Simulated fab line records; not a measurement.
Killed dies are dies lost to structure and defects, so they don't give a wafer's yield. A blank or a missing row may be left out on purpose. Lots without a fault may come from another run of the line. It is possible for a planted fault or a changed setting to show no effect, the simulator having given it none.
Matching of chambers / flow n5 finfet / N5_FIN_SAQP_ETCH_52 on rie diel-03: 4 sister chambers
The step etches SOC in N2/H2, target depth 100 nm, overetch 20 nm, time 150 s. 14 wafers are shown with their chamber, then 7 later ones without.

== EACH WAFER AND ITS CHAMBER ==
wafer=L076.2; chamber=3; drypump motor current A (A)=4.8; showerhead plenum p Torr (Torr)=2.64; oes product au (a.u.)=0.68
wafer=L076.3; chamber=2; drypump motor current A (A)=5.3; showerhead plenum p Torr (Torr)=2.44; oes product au (a.u.)=0.68
wafer=L076.5; chamber=3; drypump motor current A (A)=4.8; showerhead plenum p Torr (Torr)=2.64; oes product au (a.u.)=0.68
wafer=L077.1; chamber=2; drypump motor current A (A)=5.3; showerhead plenum p Torr (Torr)=2.44; oes product au (a.u.)=0.68
wafer=L077.4; chamber=0; drypump motor current A (A)=5.5; showerhead plenum p Torr (Torr)=2.51; oes product au (a.u.)=0.64
wafer=L077.5; chamber=1; drypump motor current A (A)=6.5; showerhead plenum p Torr (Torr)=2.72; oes product au (a.u.)=0.85
wafer=L082.1; chamber=2; drypump motor current A (A)=5.2; showerhead plenum p Torr (Torr)=2.44; oes product au (a.u.)=0.68
wafer=L082.5; chamber=3; drypump motor current A (A)=4.9; showerhead plenum p Torr (Torr)=2.64; oes product au (a.u.)=0.68
wafer=L082.6; chamber=2; drypump motor current A (A)=5.3; showerhead plenum p Torr (Torr)=2.44; oes product au (a.u.)=0.67
wafer=L088.1; chamber=3; drypump motor current A (A)=4.8; showerhead plenum p Torr (Torr)=2.63; oes product au (a.u.)=0.66
wafer=L088.4; chamber=2; drypump motor current A (A)=5.3; showerhead plenum p Torr (Torr)=2.43; oes product au (a.u.)=0.66
wafer=L088.6; chamber=2; drypump motor current A (A)=5.3; showerhead plenum p Torr (Torr)=2.43; oes product au (a.u.)=0.67
wafer=L089.3; chamber=0; drypump motor current A (A)=5.5; showerhead plenum p Torr (Torr)=2.50; oes product au (a.u.)=0.62
wafer=L089.4; chamber=2; drypump motor current A (A)=5.3; showerhead plenum p Torr (Torr)=2.43; oes product au (a.u.)=0.66

SIGNATURES (means of the wafers above)
reading=drypump motor current A; chamber 0=5.500; chamber 1=6.500; chamber 2=5.286; chamber 3=4.825; scatter within a chamber=0.0401
reading=showerhead plenum p Torr; chamber 0=2.5050; chamber 1=2.7200; chamber 2=2.4357; chamber 3=2.6375; scatter within a chamber=0.00544
reading=oes product au; chamber 0=0.6300; chamber 1=0.8500; chamber 2=0.6714; chamber 3=0.6750; scatter within a chamber=0.00993
Rule: a wafer lies at a distance from a chamber equal to the root of the sum of squares, over the readings, of (its reading less the chamber's mean, divided by the reading's scatter). If the next closest chamber is less than 2 further off than the closest, the wafer can't be placed; otherwise it belongs to the closest. The scatter is the square root of a quotient: the sum, over the shown wafers, of each reading's squared deviation from its chamber's mean, divided by wafers minus chambers.

== WAFERS WHOSE CHAMBER IS MISSING ==
wafer=L089.6; drypump motor current A (A)=4.9; showerhead plenum p Torr (Torr)=2.63; oes product au (a.u.)=0.66
wafer=L090.1; drypump motor current A (A)=5.5; showerhead plenum p Torr (Torr)=2.50; oes product au (a.u.)=0.62
wafer=L090.5; drypump motor current A (A)=5.3; showerhead plenum p Torr (Torr)=2.43; oes product au (a.u.)=0.66
wafer=L090.6; drypump motor current A (A)=4.9; showerhead plenum p Torr (Torr)=2.63; oes product au (a.u.)=0.66
wafer=L093.2; drypump motor current A (A)=5.3; showerhead plenum p Torr (Torr)=2.43; oes product au (a.u.)=0.66
wafer=L093.3; drypump motor current A (A)=4.8; showerhead plenum p Torr (Torr)=2.63; oes product au (a.u.)=0.66
wafer=L093.4; drypump motor current A (A)=6.5; showerhead plenum p Torr (Torr)=2.71; oes product au (a.u.)=0.79

== WHICH CHAMBER EACH WENT THROUGH ==
wafer=L089.6; from the rows above=3; in truth=3
wafer=L090.1; from the rows above=0; in truth=0
wafer=L090.5; from the rows above=2; in truth=2
wafer=L090.6; from the rows above=3; in truth=3
wafer=L093.2; from the rows above=2; in truth=2
wafer=L093.3; from the rows above=3; in truth=3
wafer=L093.4; from the rows above=1; in truth=1
Correctly placed: 7 of 7. Left unplaced by these rows: 0. 0 placed wrongly.
